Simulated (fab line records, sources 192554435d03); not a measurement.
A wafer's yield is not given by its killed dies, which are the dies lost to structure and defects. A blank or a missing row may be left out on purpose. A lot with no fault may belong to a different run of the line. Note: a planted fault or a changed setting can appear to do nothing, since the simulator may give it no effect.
fab line records + flow n5Finfet
[record]
- lots = 11
- wafers = 33
- lastDay = 17
route steps=1938 shown BEOL_M8@1365 PASSIVATION@1936
lots untouched by any fault: they come from a run of this same line in which no faults occurred
startH: hours from the record's first day to the start of the lot's first wafer shown + waitH: hours since the lot's step before + " same as the row above + L1.1+2: a single row standing in for several wafers + - no value present, or no start provided + * or withheld: withheld + < > ~ a bound
route shown NAME@n: names a module that has steps shown in the file, with the first one's number in the route + usual: mean and standard deviation over wafers with no fault + same: alike in all rows + chamber/n: place in a boat + sites: each site's reading + _std_site: how widely they spread, as a standard deviation + _edge_site: mean of outer sites minus mean of inner sites + radiusMm: for every site, how far away it sits from the centre of the wafer + mask NAME#n: copy n + behind: the most recent tool/chamber to have shaped the wafer + hold: why the lot was held/for how many hours/how that ended + device: names the non-switching transistor (n, p or np) + end of line: the tests these same wafers got at the end of their route + where a step has no rows: the recipe by itself + killed: dies lost to structure and defects at the first sort, not the wafer's yield + map: dies across one wafer; x = killed, . = not, _ = none there
set.NAME: setting as actually run; set.NAME@STEP: the setting as run at that earlier step + model.NAME: the simulator's own value behind a step, which no gauge read
a sample of lots followed through the steps of the route, with each step as a table and each wafer as a row
services: a tool's chamber out of use, with start hour (startH, from the record's first day; less than 0 if before it), hours out, and reason
[[steps]]
[step N5_BEOL_M8_CD_MEAS_28]
[recipe]
- targetCdNm = 40
- landingEnergyEv = 500
- detector = seInlens
[usual]
- cdNm = 40.05/0.23
| lot.wafer | tool     | chamber | startH | waitH | cdNm  |
|-----------|----------|---------|--------|-------|-------|
| L828.1    | cdSem-02 | 0       | 215.19 | -     | 39.94 |
| L828.3    | "        | 0       | "      | "     | 40.18 |
| L828.4    | "        | 0       | "      | "     | 39.74 |
| L829.2    | cdSem-02 | 0       | 223.52 | -     | 40.26 |
| L829.3    | "        | 0       | "      | "     | 40.45 |
| L829.5    | "        | 0       | "      | "     | 40.20 |
| L836.2    | cdSem-02 | 0       | 255.84 | -     | 40.39 |
| L836.4    | "        | 0       | "      | "     | 39.65 |
| L836.5    | "        | 0       | "      | "     | 39.92 |
| L838.2    | cdSem-01 | 0       | 279.26 | -     | 39.77 |
| L838.3    | "        | 0       | "      | "     | 39.96 |
| L838.4    | "        | 0       | "      | "     | 39.76 |
| L840.4    | cdSem-03 | 0       | 282.21 | -     | 40.08 |
| L840.5    | "        | 0       | "      | "     | 39.85 |
| L840.6    | "        | 0       | "      | "     | 40.30 |
| L842.1    | cdSem-03 | 0       | 291.59 | -     | 39.69 |
| L842.3    | "        | 0       | "      | "     | 39.56 |
| L842.4    | "        | 0       | "      | "     | 39.98 |
| L844.2    | cdSem-01 | 0       | 291.77 | -     | 40.07 |
| L844.3    | "        | 0       | "      | "     | 39.97 |
| L844.5    | "        | 0       | "      | "     | 40.04 |
| L843.1    | cdSem-03 | 0       | 299.32 | -     | 39.97 |
| L843.4    | "        | 0       | "      | "     | 40.14 |
| L843.6    | "        | 0       | "      | "     | 40.06 |
| L841.3    | cdSem-01 | 0       | 302.42 | -     | 40.07 |
| L841.5    | "        | 0       | "      | "     | 39.61 |
| L841.6    | "        | 0       | "      | "     | 39.83 |
| L846.3    | cdSem-01 | 0       | 308.62 | -     | 40.30 |
| L846.4    | "        | 0       | "      | "     | 40.11 |
| L846.5    | "        | 0       | "      | "     | 40.13 |
| L848.1    | cdSem-01 | 0       | 344.99 | -     | 40.23 |
| L848.3    | "        | 0       | "      | "     | 40.33 |
| L848.4    | "        | 0       | "      | "     | 40.03 |
[step N5_BEOL_M8_VIA_ETCH_34]
[recipe]
- chemistry = C4F6/O2
- target = SiCOH_lowk
- targetDepthA = 1255
- maskMaterial = SOC
- taperDeg = 4
- timeS = 50.5
- ionEnergyEv = 250
- pressureMtorr = 30
- sourceW = 345
- biasW = 185
- Ar_flow_sccm = 300
- C4F6_flow_sccm = 10
- O2_flow_sccm = 10
[usual]
- drypumpMotorCurrentA = 5.7/0.55
- oesProductAu = 0.77/0.088
- rfVppV = 665/15
- showerheadPlenumPTorr = 2.81/0.1
- throttleValvePct = 21.01/0.21
| lot.wafer | tool       | chamber | startH | waitH | drypumpMotorCurrentA | oesProductAu | rfHoursCounterH | rfVppV | showerheadPlenumPTorr | throttleValvePct |
|-----------|------------|---------|--------|-------|----------------------|--------------|-----------------|--------|-----------------------|------------------|
| L828.1    | rieDiel-04 | 3       | 215.49 | 0.0   | 4.9                  | 0.72         | 171             | 668    | 2.74                  | 21.20            |
| L828.3    | "          | 2       | "      | "     | 4.9                  | 0.69         | 217             | 680    | 2.94                  | 20.99            |
| L828.4    | "          | 1       | "      | "     | 5.8                  | 0.84         | 59              | 639    | 2.90                  | 21.20            |
| L829.2    | rieDiel-04 | 2       | 224.01 | 0.0   | 4.9                  | 0.69         | 220             | 682    | 2.94                  | 21.03            |
| L829.3    | "          | 3       | "      | "     | 4.9                  | 0.72         | 174             | 668    | 2.73                  | 21.22            |
| L829.5    | "          | 1       | "      | "     | 5.8                  | 0.85         | -               | 640    | 2.90                  | 21.22            |
| L836.2    | rieDiel-05 | 2       | 256.14 | 0.0   | 6.5                  | 0.77         | 158             | 690    | 2.82                  | 20.74            |
| L836.4    | "          | 3       | "      | "     | 5.4                  | 0.75         | -               | 676    | 2.83                  | 20.98            |
| L836.5    | "          | 0       | "      | "     | 5.8                  | 0.71         | -               | 674    | 2.80                  | 21.17            |
| L838.2    | rieDiel-06 | 2       | 279.56 | 0.0   | 5.6                  | 0.86         | 53              | 667    | 2.86                  | 20.57            |
| L838.3    | "          | 1       | "      | "     | 5.6                  | 0.70         | 218             | 654    | 2.60                  | 21.17            |
| L838.4    | "          | 0       | "      | "     | 6.4                  | 0.93         | 20              | 662    | 2.80                  | 20.75            |
| L840.4    | rieDiel-05 | 1       | 282.66 | 0.0   | 6.2                  | 0.70         | 231             | 642    | 2.67                  | 21.08            |
| L840.5    | "          | 1       | "      | "     | 6.1                  | 0.71         | -               | 642    | 2.67                  | 21.10            |
| L840.6    | "          | 0       | "      | "     | 5.8                  | 0.71         | -               | 673    | 2.79                  | 21.19            |
| L842.1    | rieDiel-04 | 0       | 292.19 | 0.0   | 6.1                  | 0.71         | 174             | 656    | 2.95                  | 21.09            |
| L842.3    | "          | 2       | "      | "     | 4.9                  | 0.67         | 245             | 679    | 2.92                  | 21.07            |
| L842.4    | "          | 1       | "      | "     | 5.8                  | 0.82         | 88              | 637    | 2.89                  | 21.24            |
| L844.2    | rieDiel-05 | 3       | 292.38 | 0.0   | 5.4                  | 0.74         | 209             | 676    | 2.82                  | 21.00            |
| L844.3    | "          | 0       | "      | "     | 5.8                  | 0.70         | 225             | 675    | 2.79                  | 21.21            |
| L844.5    | "          | 3       | "      | "     | 5.4                  | 0.74         | -               | 676    | 2.82                  | 21.00            |
| L843.1    | rieDiel-04 | 0       | 299.63 | 0.0   | 6.0                  | 0.72         | 176             | 657    | 2.95                  | 21.09            |
| L843.4    | "          | 1       | "      | "     | 5.8                  | 0.81         | 90              | 638    | 2.89                  | 21.24            |
| L843.6    | "          | 1       | "      | "     | 5.8                  | 0.81         | -               | 638    | 2.89                  | 21.26            |
| L841.3    | rieDiel-05 | 0       | 302.73 | 0.0   | 5.8                  | 0.70         | 228             | 673    | 2.79                  | 21.20            |
| L841.5    | "          | 2       | "      | "     | 6.5                  | 0.76         | -               | 689    | 2.81                  | 20.77            |
| L841.6    | "          | 1       | "      | "     | 6.2                  | 0.70         | -               | 641    | 2.66                  | 21.10            |
| L846.3    | rieDiel-04 | 3       | 309.02 | 0.0   | 4.9                  | 0.70         | 202             | 669    | 2.72                  | 21.24            |
| L846.4    | "          | 2       | "      | "     | 4.9                  | 0.67         | 250             | 681    | 2.92                  | 21.07            |
| L846.5    | "          | 0       | "      | "     | 6.1                  | 0.73         | -               | 656    | 2.95                  | 21.08            |
| L848.1    | rieDiel-04 | 3       | 345.32 | 0.0   | 4.9                  | 0.68         | 211             | 668    | 2.72                  | 21.26            |
| L848.3    | "          | 2       | "      | "     | 4.9                  | 1.00         | 1               | 679    | 2.92                  | 20.68            |
| L848.4    | "          | 1       | "      | "     | 5.8                  | 0.80         | 102             | 639    | 2.88                  | 21.25            |
[step N5_BEOL_M8_ETCH_41]
[recipe]
- chemistry = CH3F/O2
- target = SiCN
- targetDepthA = 319
- taperDeg = 2
- timeS = 57.8
- ionEnergyEv = 120
- maskMaterial = TiN
- pressureMtorr = 30
- sourceW = 395
- biasW = 75
- Ar_flow_sccm = 150
- CH3F_flow_sccm = 30
- O2_flow_sccm = 20
[usual]
- drypumpMotorCurrentA = 5.7/0.55
- oesProductAu = 0.77/0.089
- rfVppV = 297.0/1.7
- showerheadPlenumPTorr = 1.98/0.076
- throttleValvePct = 16.45/0.21
| lot.wafer | tool       | chamber | startH | waitH | drypumpMotorCurrentA | oesProductAu | rfHoursCounterH | rfVppV | showerheadPlenumPTorr | throttleValvePct |
|-----------|------------|---------|--------|-------|----------------------|--------------|-----------------|--------|-----------------------|------------------|
| L828.1    | rieDiel-04 | 3       | 215.62 | -     | 4.9                  | 0.72         | 171             | 296.3  | 1.92                  | 16.60            |
| L828.3    | "          | 2       | "      | "     | 4.8                  | 0.69         | 217             | 299.5  | 2.07                  | 16.51            |
| L828.4    | "          | 1       | "      | "     | 5.8                  | 0.85         | 59              | 298.9  | 2.04                  | 16.54            |
| L829.2    | rieDiel-04 | 2       | 224.14 | -     | 4.9                  | 0.69         | 220             | 297.6  | 2.07                  | 16.51            |
| L829.3    | "          | 3       | "      | "     | 4.9                  | 0.71         | 174             | 297.3  | 1.92                  | 16.62            |
| L829.5    | "          | 1       | "      | "     | 5.8                  | 0.83         | -               | 297.9  | 2.04                  | 16.55            |
| L836.2    | rieDiel-05 | 2       | 256.26 | -     | 6.5                  | 0.77         | 158             | 297.8  | 1.98                  | 16.22            |
| L836.4    | "          | 3       | "      | "     | 5.4                  | 0.75         | -               | 297.9  | 1.99                  | 16.44            |
| L836.5    | "          | 0       | "      | "     | 5.7                  | 0.71         | -               | 297.4  | 1.97                  | 16.68            |
| L838.2    | rieDiel-06 | 2       | 279.69 | -     | 5.6                  | 0.86         | 54              | 298.4  | 2.01                  | 16.04            |
| L838.3    | "          | 1       | "      | "     | 5.6                  | 0.92         | 218             | 294.0  | 1.82                  | 16.65            |
| L838.4    | "          | 0       | "      | "     | 6.5                  | 1.22         | 20              | 296.5  | 1.97                  | 16.11            |
| L840.4    | rieDiel-05 | 1       | 282.78 | -     | 6.1                  | 0.71         | 231             | 294.8  | 1.87                  | 16.62            |
| L840.5    | "          | 1       | "      | "     | 6.1                  | 0.70         | -               | 294.3  | 1.87                  | 16.62            |
| L840.6    | "          | 0       | "      | "     | 5.7                  | 0.71         | -               | 296.8  | 1.97                  | 16.68            |
| L842.1    | rieDiel-04 | 0       | 292.32 | -     | 6.0                  | 0.72         | 174             | 299.4  | 2.08                  | 16.53            |
| L842.3    | "          | 2       | "      | "     | 4.9                  | 0.68         | 245             | 299.8  | 2.06                  | 16.55            |
| L842.4    | "          | 1       | "      | "     | 5.8                  | 0.81         | 88              | 298.5  | 2.03                  | 16.61            |
| L844.2    | rieDiel-05 | 3       | 292.50 | -     | 5.4                  | 0.74         | 209             | 297.4  | 1.98                  | 16.46            |
| L844.3    | "          | 0       | "      | "     | 5.7                  | 0.71         | 225             | 296.2  | 1.96                  | 16.67            |
| L844.5    | "          | 3       | "      | "     | 5.4                  | 0.74         | -               | 297.6  | 1.98                  | 16.46            |
| L843.1    | rieDiel-04 | 0       | 299.75 | -     | 6.0                  | 0.72         | 176             | 297.8  | 2.08                  | 16.52            |
| L843.4    | "          | 1       | "      | "     | 5.8                  | 0.81         | 90              | 298.9  | 2.03                  | 16.60            |
| L843.6    | "          | 1       | "      | "     | 5.8                  | 0.81         | -               | 297.9  | 2.03                  | 16.60            |
| L841.3    | rieDiel-05 | 0       | 302.85 | -     | 5.8                  | 0.71         | 228             | 298.5  | 1.96                  | 16.69            |
| L841.5    | "          | 2       | "      | "     | 6.5                  | 0.75         | -               | 296.5  | 1.98                  | 16.26            |
| L841.6    | "          | 1       | "      | "     | 6.1                  | 0.70         | -               | 294.5  | 1.87                  | 16.64            |
| L846.3    | rieDiel-04 | 3       | 309.15 | -     | 4.8                  | 0.69         | 202             | 293.8  | 1.91                  | 16.67            |
| L846.4    | "          | 2       | "      | "     | 4.8                  | 0.67         | 250             | 300.4  | 2.06                  | 16.58            |
| L846.5    | "          | 0       | "      | "     | 6.0                  | 0.71         | -               | 298.8  | 2.08                  | 16.53            |
| L848.1    | rieDiel-04 | 3       | 345.45 | -     | 4.9                  | 0.70         | 211             | 296.2  | 1.91                  | 16.71            |
| L848.3    | "          | 2       | "      | "     | 4.9                  | 1.02         | 1               | 297.9  | 2.06                  | 16.09            |
| L848.4    | "          | 1       | "      | "     | 5.8                  | 0.81         | 102             | 297.9  | 2.02                  | 16.61            |
[step N5_BEOL_M8_ALD_77]
[recipe]
- material = TaN
- targetThkA = 20
- tempC = 275
- aldPrecursorFamily = PDMAT
- aldCoReactant = NH3
- pressureTorr = 3
- carrierFlowSccm = 1500
- pulseTimeS = 2
- purgeTimeS = 3
- coReactantPurgeTimeS = 2
- coReactantPulseTimeS = 3
- aldCycles = 40
- precursorVesselTempC = 75
- precursorVesselPressureTorr = 26.25
- precursorVesselCarrierSccm = 1000
[usual]
- heaterPowerW = 421/51
| lot.wafer | tool        | chamber | startH | waitH | heaterPowerW |
|-----------|-------------|---------|--------|-------|--------------|
| L828.1    | aldMetal-01 | 3       | 216.51 | 0.1   | 443          |
| L828.3    | "           | 0       | "      | "     | 415          |
| L828.4    | "           | 1       | "      | "     | 331          |
| L829.2    | aldMetal-01 | 1       | 225.10 | 0.2   | 321          |
| L829.3    | "           | 3       | "      | "     | 446          |
| L829.5    | "           | 1       | "      | "     | 330          |
| L836.2    | aldMetal-01 | 0       | 257.22 | 0.0   | 413          |
| L836.4    | "           | 2       | "      | "     | 435          |
| L836.5    | "           | 1       | "      | "     | 327          |
| L838.2    | aldMetal-01 | 3       | 282.22 | 0.2   | 438          |
| L838.3    | "           | 0       | "      | "     | 417          |
| L838.4    | "           | 2       | "      | "     | 435          |
| L840.4    | aldMetal-02 | 0       | 283.59 | 0.1   | 379          |
| L840.5    | "           | 0       | "      | "     | 386          |
| L840.6    | "           | 3       | "      | "     | 450          |
| L842.1    | aldMetal-03 | 1       | 295.64 | 0.2   | 481          |
| L842.3    | "           | 3       | "      | "     | 351          |
| L842.4    | "           | 0       | "      | "     | 502          |
| L844.2    | aldMetal-02 | 1       | 295.70 | 0.0   | 446          |
| L844.3    | "           | 2       | "      | "     | 458          |
| L844.5    | "           | 0       | "      | "     | 378          |
| L843.1    | aldMetal-03 | 0       | 301.06 | 0.1   | 516          |
| L843.4    | "           | 1       | "      | "     | 471          |
| L843.6    | "           | 3       | "      | "     | 349          |
| L841.3    | aldMetal-03 | 1       | 304.13 | 0.1   | 464          |
| L841.5    | "           | 2       | "      | "     | 434          |
| L841.6    | "           | 1       | "      | "     | 466          |
| L846.3    | aldMetal-01 | 2       | 310.24 | 0.3   | 431          |
| L846.4    | "           | 3       | "      | "     | 457          |
| L846.5    | "           | 1       | "      | "     | 320          |
| L848.1    | aldMetal-01 | 1       | 348.46 | 0.3   | 330          |
| L848.3    | "           | 3       | "      | "     | 439          |
| L848.4    | "           | 2       | "      | "     | 432          |
[step N5_PASSIVATION_PROBE_49]
[usual]
- defectLimitedYield = 91.6/1.2
- killed_at_M0_to_M3 = 33/9.4
- killed_at_M4_up = 13/5.2
- killedAtContacts = 13/5.6
- killedAtFrontEnd = 37/9.5
- killedAtOther = 4/3.1
- killedDies = 99/15
- killedOpen = 65/11
- killedShort = 32/7.5
- sort_bin_5_function = 4.9/0.77
- sort_bin_6_memory = 3.1/0.65
- sort_bin_8_speed = 0.01/0.056
- sortNPass = 1081/15
- sortYieldPct = 91.6/1.2
[same]
- grossDies = 1180
- killedAtBackSide = 0
- sort_bin_4_leakage[%] = 0
| lot.wafer | tool      | chamber | startH | waitH | defectLimitedYield[%] | killed_at_M0_to_M3 | killed_at_M4_up | killedAtContacts | killedAtFrontEnd | killedAtOther | killedDies | killedOpen | killedShort | sort_bin_5_function[%] | sort_bin_6_memory[%] | sort_bin_8_speed[%] | sortNPass | sortYieldPct[%] |
|-----------|-----------|---------|--------|-------|-----------------------|--------------------|-----------------|------------------|------------------|---------------|------------|------------|-------------|------------------------|----------------------|---------------------|-----------|-----------------|
| L829.2    | prober-01 | -       | 292.36 | 0.1   | 92.8                  | 32                 | 7               | 12               | 34               | 0             | 85         | 58         | 25          | 4.0                    | 3.1                  | 0                   | 1095      | 92.8            |
| L829.3    | prober-01 | -       | 292.41 | 0.1   | 91.1                  | 28                 | 12              | 16               | 48               | 1             | 105        | 79         | 25          | 4.9                    | 3.9                  | 0                   | 1075      | 91.1            |
| L829.5    | prober-01 | -       | 292.51 | 0.2   | 91.9                  | 24                 | 13              | 19               | 37               | 3             | 96         | 57         | 31          | 4.3                    | 2.7                  | 0                   | 1084      | 91.9            |
| L840.4    | prober-01 | -       | 350.01 | 0.2   | 93.7                  | 18                 | 14              | 7                | 31               | 4             | 74         | 48         | 25          | 3.9                    | 2.3                  | 0                   | 1106      | 93.7            |
| L840.5    | prober-01 | -       | 350.06 | 0.2   | 92.2                  | 23                 | 8               | 12               | 45               | 4             | 92         | 68         | 21          | 4.7                    | 2.9                  | 0                   | 1088      | 92.2            |
| L840.6    | prober-01 | -       | 350.11 | 0.3   | 90.8                  | 33                 | 9               | 15               | 50               | 2             | 109        | 74         | 35          | 5.3                    | 3.6                  | 0                   | 1071      | 90.8            |
| L842.1    | prober-01 | -       | 360.10 | 0.0   | 90.3                  | 51                 | 5               | 7                | 50               | 2             | 115        | 74         | 41          | 5.8                    | 3.6                  | 0                   | 1065      | 90.3            |
| L842.3    | prober-01 | -       | 360.20 | 0.1   | 91.9                  | 40                 | 4               | 5                | 38               | 8             | 95         | 65         | 30          | 4.2                    | 3.6                  | 0                   | 1085      | 91.9            |
| L842.4    | prober-01 | -       | 360.25 | 0.2   | 89.2                  | 36                 | 14              | 17               | 58               | 2             | 127        | 86         | 41          | 6.2                    | 4.3                  | 0                   | 1053      | 89.2            |
| L844.2    | prober-01 | -       | 367.37 | 0.1   | 89.5                  | 33                 | 11              | 17               | 63               | 0             | 124        | 76         | 46          | 6.0                    | 4.2                  | 0                   | 1056      | 89.5            |
| L844.3    | prober-01 | -       | 367.42 | 0.1   | 91.8                  | 42                 | 15              | 9                | 31               | 0             | 97         | 68         | 29          | 5.3                    | 2.6                  | 0                   | 1083      | 91.8            |
| L844.5    | prober-01 | -       | 367.52 | 0.2   | 88.6                  | 45                 | 8               | 11               | 68               | 2             | 134        | 88         | 44          | 7.1                    | 4.0                  | 0                   | 1046      | 88.6            |
| L843.1    | prober-01 | -       | 374.78 | 0.0   | 91.3                  | 38                 | 15              | 8                | 35               | 7             | 103        | 72         | 31          | 4.7                    | 3.9                  | 0                   | 1077      | 91.3            |
| L843.4    | prober-01 | -       | 374.93 | 0.2   | 92.5                  | 31                 | 16              | 6                | 32               | 3             | 88         | 48         | 40          | 4.7                    | 2.3                  | 0                   | 1092      | 92.5            |
| L843.6    | prober-01 | -       | 375.03 | 0.3   | 91.9                  | 47                 | 9               | 9                | 27               | 4             | 96         | 59         | 37          | 5.1                    | 3.0                  | 0                   | 1084      | 91.9            |
// killed by level:class
L829.2 MOL_CONTACT_COAG:geometricParticle:open=10 BEOL_M1:geometricParticle:open=10 FIN_SAQP:geometricParticle:short=9 FIN_SAQP:geometricParticle:open=7 BEOL_M3:geometricParticle:open=7 STI_FIN_REVEAL:geometricParticle:open=6 BEOL_M0_SAQP:geometricParticle:open=4 STI_FIN_REVEAL:geometricParticle:short=3
L829.3 STI_FIN_REVEAL:geometricParticle:open=17 MOL_CONTACT_COAG:geometricParticle:open=15 BEOL_M3:geometricParticle:open=8 DUMMY_GATE:geometricParticle:open=7 BEOL_M4:geometricParticle:open=7 BEOL_M0_SAQP:geometricParticle:open=6 FIN_SAQP:geometricParticle:open=5 FIN_SAQP:geometricParticle:short=4
L829.5 MOL_CONTACT_COAG:geometricParticle:open=14 FIN_SAQP:geometricParticle:short=6 BEOL_M3:geometricParticle:open=6 HKMG_FIN:areaEtch=6 DUMMY_GATE:geometricParticle:open=5 GATE_CUT:geometricParticle:open=5 MOL_CONTACT_COAG:geometricParticle:short=5 FIN_SAQP:geometricParticle:open=4
L840.4 MOL_CONTACT_COAG:geometricParticle:open=6 BEOL_M4:geometricParticle:open=6 STI_FIN_REVEAL:geometricParticle:open=5 DUMMY_GATE:geometricParticle:open=5 BEOL_M5:geometricParticle:open=4 STI_FIN_REVEAL:geometricParticle:short=3 ILD0:geometricParticle:short=3 ILD0:geometricParticle:open=3
L840.5 MOL_CONTACT_COAG:geometricParticle:open=12 STI_FIN_REVEAL:geometricParticle:open=11 DUMMY_GATE:geometricParticle:open=9 GATE_CUT:geometricParticle:short=6 BEOL_M3:geometricParticle:open=6 BEOL_M1:geometricParticle:open=6 BEOL_M2:geometricParticle:open=5 GATE_CUT:geometricParticle:open=4
L840.6 BEOL_M1:geometricParticle:open=14 FIN_SAQP:geometricParticle:open=13 MOL_CONTACT_COAG:geometricParticle:open=10 BEOL_M0_SAQP:geometricParticle:short=10 GATE_CUT:geometricParticle:short=9 DUMMY_GATE:geometricParticle:open=7 STI_FIN_REVEAL:geometricParticle:open=5 GATE_CUT:geometricParticle:open=5
L842.1 BEOL_M3:geometricParticle:open=14 FIN_SAQP:geometricParticle:short=10 BEOL_M1:geometricParticle:open=9 DUMMY_GATE:geometricParticle:open=7 MOL_CONTACT_COAG:geometricParticle:open=7 BEOL_M0_SAQP:geometricParticle:short=7 STI_FIN_REVEAL:geometricParticle:open=6 BEOL_M0_SAQP:geometricParticle:open=6
L842.3 FIN_SAQP:geometricParticle:open=15 BEOL_M1:geometricParticle:open=14 BEOL_M1:geometricParticle:short=8 MOL_CONTACT_COAG:geometricParticle:open=5 BEOL_M0_SAQP:geometricParticle:open=5 BEOL_M0:geometricParticle:open=5 GATE_CUT:geometricParticle:short=4 BEOL_M2:geometricParticle:open=4
L842.4 FIN_SAQP:geometricParticle:open=14 MOL_CONTACT_COAG:geometricParticle:open=12 STI_FIN_REVEAL:geometricParticle:open=11 FIN_SAQP:geometricParticle:short=10 BEOL_M0:geometricParticle:open=9 BEOL_M4:geometricParticle:open=9 DUMMY_GATE:geometricParticle:open=6 BEOL_M3:geometricParticle:open=6
L844.2 STI_FIN_REVEAL:geometricParticle:open=21 FIN_SAQP:geometricParticle:short=16 MOL_CONTACT_COAG:geometricParticle:open=12 BEOL_M1:geometricParticle:open=10 BEOL_M0_SAQP:geometricParticle:open=8 GATE_CUT:geometricParticle:short=6 BEOL_M1:geometricParticle:short=6 MOL_CONTACT_COAG:geometricParticle:short=5
L844.3 BEOL_M3:geometricParticle:open=10 BEOL_M0_SAQP:geometricParticle:open=9 STARTING-WAFER:geometricParticle:open=7 MOL_CONTACT_COAG:geometricParticle:open=7 STI_FIN_REVEAL:geometricParticle:open=5 BEOL_M0_SAQP:geometricParticle:short=5 BEOL_M0:geometricParticle:open=5 BEOL_M4:geometricParticle:open=5
L844.5 STI_FIN_REVEAL:geometricParticle:open=13 BEOL_M0_SAQP:geometricParticle:open=13 BEOL_M3:geometricParticle:open=11 FIN_SAQP:geometricParticle:open=10 MOL_CONTACT_COAG:geometricParticle:open=10 FIN_SAQP:geometricParticle:short=9 GATE_CUT:geometricParticle:short=9 BEOL_M0_SAQP:geometricParticle:short=9
L843.1 BEOL_M0_SAQP:geometricParticle:short=11 STI_FIN_REVEAL:geometricParticle:open=10 BEOL_M0_SAQP:geometricParticle:open=10 BEOL_M4:geometricParticle:open=8 MOL_CONTACT_COAG:geometricParticle:open=7 BEOL_M1:geometricParticle:open=6 DUMMY_GATE:geometricParticle:open=5 FIN_SAQP:geometricParticle:short=4
L843.4 FIN_SAQP:geometricParticle:short=11 BEOL_M0_SAQP:geometricParticle:short=9 BEOL_M4:geometricParticle:open=8 BEOL_M0_SAQP:geometricParticle:open=6 MOL_CONTACT_COAG:geometricParticle:open=5 BEOL_M4:geometricParticle:short=5 STI_FIN_REVEAL:geometricParticle:open=4 GATE_CUT:geometricParticle:open=3
L843.6 BEOL_M0_SAQP:geometricParticle:open=13 BEOL_M0_SAQP:geometricParticle:short=13 BEOL_M3:geometricParticle:open=9 MOL_CONTACT_COAG:geometricParticle:open=7 FIN_SAQP:geometricParticle:short=5 BEOL_M2:geometricParticle:open=5 STARTING-WAFER:geometricParticle:short=5 GATE_CUT:geometricParticle:short=4
[[services]]
| tool        | chamber | startH | hours | kind                         |
|-------------|---------|--------|-------|------------------------------|
| aldMetal-03 | 2       | 196.79 | 18.2  | repair                       |
| aldMetal-03 | 3       | 203.64 | 4.5   | repair                       |
| rieDiel-05  | -       | 219.24 | 0.6   | repair                       |
| aldMetal-02 | -       | 224.58 | 1.5   | repair                       |
| rieDiel-06  | -       | 226.50 | 4.3   | pm                           |
| aldMetal-03 | -       | 233.30 | 28.1  | pm                           |
| rieDiel-06  | 2       | 244.62 | 10.0  | repair                       |
| rieDiel-05  | 1       | 249.20 | 16.5  | repair                       |
| aldMetal-03 | -       | 261.40 | 6.0   | pm                           |
| rieDiel-04  | 3       | 277.18 | 5.2   | repair                       |
| aldMetal-01 | 3       | 288.07 | 13.9  | repair                       |
| aldMetal-02 | 3       | 289.54 | 23.9  | repair                       |
| rieDiel-04  | 2       | 310.68 | -     | clean                        |
| rieDiel-04  | 2       | 310.68 | -     | consumableReplace:focusRing  |
| rieDiel-05  | 1       | 327.80 | -     | clean                        |
| rieDiel-05  | 1       | 327.80 | -     | consumableReplace:focusRing  |
| rieDiel-05  | 1       | 327.80 | -     | consumableReplace:showerhead |
| rieDiel-05  | 1       | 327.80 | 14.5  | scheduledDown                |
| rieDiel-05  | 1       | 327.80 | 14.5  | ventCycle                    |
| rieDiel-04  | -       | 328.49 | 15.6  | pm                           |
| aldMetal-02 | -       | 337.25 | 14.0  | pm                           |
| rieDiel-05  | 0       | 347.40 | -     | clean                        |
| rieDiel-05  | 0       | 347.40 | -     | consumableReplace:focusRing  |
| rieDiel-05  | 0       | 347.40 | 19.4  | scheduledDown                |
[[key]]
[firstSign]
- step = N5_BEOL_M8_ETCH_41
- reading = oesProductAu
- direction = up
- sigmas = 3.3
- usual = 0.77
- struck = 1.07
effect none on later readings
metAt N5_BEOL_M8_ETCH_41
struckLots L838
struckWafers L838.3,L838.4
notActingAt N5_BEOL_M8_CD_MEAS_28,N5_BEOL_M8_VIA_ETCH_34,N5_BEOL_M8_ALD_77
[fault]
- kind = processParameterDrift
- tool = rieDiel-06
- chamber = -
- onsetH = 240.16
- steps = N5_BEOL_M8_ETCH_41
- channel = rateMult
- offset = 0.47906
- shape = step
- endH = 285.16
- scope = struckWafersOnly
